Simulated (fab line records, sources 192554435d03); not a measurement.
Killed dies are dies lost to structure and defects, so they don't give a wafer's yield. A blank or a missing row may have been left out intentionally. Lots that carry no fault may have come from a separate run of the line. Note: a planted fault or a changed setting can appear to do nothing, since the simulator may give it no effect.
Struck lot and sound lot, side by side / flow n5 finfet / 15 steps out of a route of 1938
Sound: these wafers, L561.1, L561.2, L561.6. Struck: wafer L573.5 (left out: L573.2, L573.3 of the same lot, which were not struck); the cause appears at the end.
For every step that has rows: the tool of each side, followed by ch and its chambers, followed by its first start. Under that, the readings that differ: sound wafers / struck wafers / difference of the means / sigmas: that difference in standard deviations of wafers without a fault.
alike: readings whose means differ by less than 2 such deviations, and words and numbers that are the same on both sides. not compared: withheld readings, readings that some wafer has no value for, bounds like >300 that may hide the same value, and numbers for which the record gives no deviation and whose values overlap.
Wherever a step has rows on one side only, a row that says differs or no value, or a row with sigmas, the two part there. Numbers that don't overlap but have no deviation are shown without sigmas and don't part them. A reading that every wafer of one side lacks parts them only if that side has two wafers or more.

first, 3 steps without rows for these wafers: N5_SD_EPI_N_EXPOSE_06 (exposes mask SD N BLK, target cd 120 nm); N5_SD_EPI_N_PEB_07 (peb time 60 s); N5_SD_EPI_N_DEVELOP_08 (develop time 30 s).
N5_SD_EPI_N_CD_MEAS_09 targets a cd of 120 nm.
  sound on cd sem-03 ch 0, day 4 17:17; struck on cd sem-02 ch 0, day 7 15:28
  alike: cd nm
N5_SD_EPI_N_OVL_MEAS_10:
  sound on overlay-02 ch 0, day 4 17:19; struck on overlay-02 ch 0, day 7 15:29
  alike: SD_N_BLK_OVL
N5_SD_EPI_N_INSPECT_11: inspects for defects (macro).
  sound on defect inspect-01 at day 4 17:21; struck on defect inspect-02 at day 7 15:31
  alike: raw defect count
N5_SD_EPI_N_DESCUM_14: chemistry O2, time 7.9 s.
  sound on rie diel-04 ch 0,1,2, day 4 17:23; struck on rie diel-05 ch 3, day 7 15:33
  alike: drypump motor current A, oes product au, rf fwd power W, rf vpp V, showerhead plenum p Torr, throttle valve pct
  not compared: rf hours counter h
N5_SD_EPI_N_ETCH_34: etches SiARC in CF4, target depth 45.5 nm, time 75.8 s.
  sound on rie diel-04 ch 0,1,2, day 4 17:25; struck on rie diel-05 ch 3, day 7 15:35
  alike: drypump motor current A, etch rf on time s, oes product au, rf fwd power W, rf vpp V, showerhead plenum p Torr, throttle valve pct
  not compared: rf hours counter h
N5_SD_EPI_N_ETCH_35: etches SOC in N2/H2, overetch 108 nm, time 486 s.
  sound on rie diel-04 ch 0,1,2, day 4 17:28; struck on rie diel-05 ch 3, day 7 15:38
reading=throttle valve pct (%); sound=23.8 23.4 23.8; struck=22.8; difference=-0.9; sigmas=-2
  alike: drypump motor current A, h2 flow sccm, oes product au, rf fwd power W, rf vpp V, showerhead plenum p Torr
  not compared: rf hours counter h
then, 1 step without rows for these wafers: N5_SD_EPI_N_STRIP_36 (strips in N2/H2).
N5_SD_EPI_N_ETCHBACK_44: etches SiNx in CH3F/O2, stops on SiO2, target depth 14.5 nm.
  sound on rie diel-04 ch 0,1,2, day 4 17:48; struck on rie diel-05 ch 3, day 7 15:58
  alike: drypump motor current A, oes_f_703_au, oes product au, rf fwd power W, rf vpp V, showerhead plenum p Torr, throttle valve pct
  not compared: rf hours counter h
N5_SD_EPI_N_ETCH_45: etches SiOCN in CH3F/O2, target depth 6 nm.
  sound on rie diel-04 ch 0,1,2, day 4 17:54; struck on rie diel-05 ch 3, day 7 16:04
  alike: drypump motor current A, oes product au, rf fwd power W, rf vpp V, showerhead plenum p Torr, throttle valve pct
  not compared: rf hours counter h
N5_SD_EPI_N_ETCH_16: etches SiO2 in CHF3/O2, target depth 5 nm.
  sound on rie diel-04 ch 0,1,2, day 4 18:00; struck on rie diel-05 ch 3, day 7 16:10
reading=model.etch.depth nm (nm); sound=4.883 4.982 5.088; struck=6.934; difference=+1.950; sigmas=
reading=model.SiARC_of_SD_EPI_N_COAT_33.thk nm (nm); sound=13.2 12.2 12; struck=11.4; difference=-1.1; sigmas=
  alike: drypump motor current A, oes_f_703_au, oes product au, rf fwd power W, rf vpp V, showerhead plenum p Torr, throttle valve pct
  not compared: rf hours counter h
then, 1 step without rows for these wafers: N5_SD_EPI_N_STRIP_47 (strips in CHF3/O2).
N5_PASSIVATION_PROBE_49:
  rows exist in the record for the sound wafers here (prober-02, day 14 09:10), none for the struck ones

WHERE THEY PART
Last at N5_PASSIVATION_PROBE_49 as far as this record goes, first at N5_SD_EPI_N_ETCH_35.

WHY: what had been put in by the simulator
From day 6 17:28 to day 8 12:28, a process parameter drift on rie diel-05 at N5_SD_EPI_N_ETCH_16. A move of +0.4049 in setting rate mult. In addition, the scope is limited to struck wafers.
